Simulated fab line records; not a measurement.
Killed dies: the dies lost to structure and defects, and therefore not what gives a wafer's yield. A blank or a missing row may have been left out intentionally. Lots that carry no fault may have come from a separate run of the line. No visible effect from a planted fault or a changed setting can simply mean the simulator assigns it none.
2 desks looking at one fault	flow n5 finfet	only its own numbers are on each desk; what lay behind them is given at the end

FOR THE TOOL OWNER'S DESK: pvd sputter-03
The tool's own readings at N5_BEOL_M12_SPUTTER_43 (material TaN, target thk 15 nm, time 24.19 s): means of the sampled wafers that have a number, for each lot that ran on this tool. Marked OUT: a lot whose mean sits more than 4 standard deviations from the usual mean, which makes it out of limits; the brackets give that distance.
Columns: A = throttle valve pct at N5_BEOL_M12_SPUTTER_43, usual 30.0 %
lot	first seen here	A
L498	day 12 02:41	29.7
L495	day 13 08:49	29.9
L507	day 14 14:38	29.6
L509	day 15 10:22	29.7
L515	day 17 08:11	30.1
Result from this desk: across the 5 lots, nothing is out of limits.

METROLOGY DESK
Means of the sampled wafers that have a number, per lot and without regard to the tool the lot ran on: this is what the gauges read. Marked OUT: a lot whose mean sits more than 4 standard deviations from the usual mean, which makes it out of limits; the brackets give that distance.
Columns: A = trench depth nm at N5_BEOL_M12_OCD_MEAS_35, usual 316 nm; B = M12_RS at N5_BEOL_M12_RS_MEAS_54, usual 0.0605 ohm/sq
lot	first seen here	A	B
L498	day 12 00:36	318	0.0605
L496	day 12 01:14	313	0.0613
L500	day 12 18:40	315	0.0609
L499	day 12 18:47	317	0.0602
L495	day 13 00:15	313	0.0609
L505	day 13 16:32	313	0.0614
L506	day 13 19:25	324	0.0588
L507	day 14 13:37	321	0.0595
L509	day 15 08:03	313	0.0613
L515	day 17 05:28	312	0.0614
L517	day 17 11:54	308	0.0623
Result from this desk: across the 11 lots, nothing is out of limits.

TAKEN TOGETHER
Nothing out of limits was seen by the tool owner's desk.
Nothing out of limits was seen by the metrology desk.

WHAT THE SIMULATOR HAD INSERTED
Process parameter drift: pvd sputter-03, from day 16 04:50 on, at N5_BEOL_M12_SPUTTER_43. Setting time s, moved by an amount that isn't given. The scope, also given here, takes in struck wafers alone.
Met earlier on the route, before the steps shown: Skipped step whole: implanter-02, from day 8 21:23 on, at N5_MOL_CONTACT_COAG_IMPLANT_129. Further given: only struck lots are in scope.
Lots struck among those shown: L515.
